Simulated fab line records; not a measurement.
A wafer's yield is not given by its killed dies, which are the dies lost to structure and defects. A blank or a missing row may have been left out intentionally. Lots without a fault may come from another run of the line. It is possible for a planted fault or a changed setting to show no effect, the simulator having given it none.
The same fault as seen by 2 desks | flow n5_finfet | each desk holds nothing but its own numbers, with what lay behind them at the end

## TOOL OWNER'S DESK, litho_track-02
The tool's own readings at N5_BEOL_M3_COAT_67 (time 60 s, resist thk 60 nm): means of the sampled wafers that have a number, for each lot that ran on this tool. Marked OUT: a lot whose mean sits more than 4 standard deviations from the usual mean, which makes it out of limits; the brackets give that distance.
Columns: A = plate_temp_C at N5_BEOL_M3_COAT_67, usual 250.00 C; B = spin_speed_rpm at N5_BEOL_M3_COAT_67, usual 1499.9 rpm
lot  | first seen here | A      | B
L340 | day 7 15:05     | 250.15 | 1500.3
L342 | day 7 19:13     | 249.92 | 1378.0 (-99 or more) OUT
L344 | day 8 04:14     | 249.98 | 1377.2 (-99 or more) OUT
This desk finds L342, L344 out of limits, L342 being first, at day 7 19:13 (spin_speed_rpm at N5_BEOL_M3_COAT_67). In limits: L340.

## THE METROLOGY DESK
What the gauges read for every lot (on any tool): the sampled wafers with a number, averaged. Marked OUT: a lot whose mean sits more than 4 standard deviations from the usual mean, which makes it out of limits; the brackets give that distance. 7 of its 10 readings are shown, namely those furthest out on some lot.
Columns: A = DIBL_N at N5_BEOL_M4_RC_MEAS_101, usual 36.8 mV/V; B = DIBL_P at N5_BEOL_M4_RC_MEAS_101, usual 37.1 mV/V; C = IOFF_P at N5_BEOL_M4_RC_MEAS_101, usual 0.22 nA/um; D = ION_N at N5_BEOL_M4_RC_MEAS_101, usual 672 uA/um; E = ION_P at N5_BEOL_M4_RC_MEAS_101, usual 460 uA/um; F = SS_N at N5_BEOL_M4_RC_MEAS_101, usual 71.6 mV/dec; G = VT_P at N5_BEOL_M4_RC_MEAS_101, usual -250 mV
lot  | first seen here | A    | B    | C    | D   | E   | F    | G
L340 | day 8 09:39     | 37.2 | 37.0 | 0.20 | 660 | 448 | 72.0 | -253
L342 | day 8 11:48     | 37.3 | 37.0 | 0.21 | 678 | 457 | 71.5 | -252
L344 | day 8 19:04     | 35.8 | 35.1 | 0.17 | 678 | 451 | 71.2 | -254
L360 | day 13 14:50    | 36.1 | 38.2 | 0.23 | 689 | 466 | 71.9 | -251
Result from this desk: across the 4 lots, nothing is out of limits.

## TAKEN TOGETHER
The tool owner's desk had the chance to raise an alarm at day 7 19:13 on L342, L344.
The metrology desk saw nothing out of limits.
The metrology desk holds a record of L342, L344, inside its limits.
All the named lots went through N5_BEOL_M3_COAT_67 on litho_track-02.

## WHAT THE SIMULATOR HAD INSERTED
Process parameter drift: litho_track-02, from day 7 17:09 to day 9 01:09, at N5_BEOL_M3_COAT_67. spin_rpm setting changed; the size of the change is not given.
Struck lots among those shown: L342, L344.
Delay in hours, fault start to first out-of-limits reading, by desk: the tool owner's desk at 2.
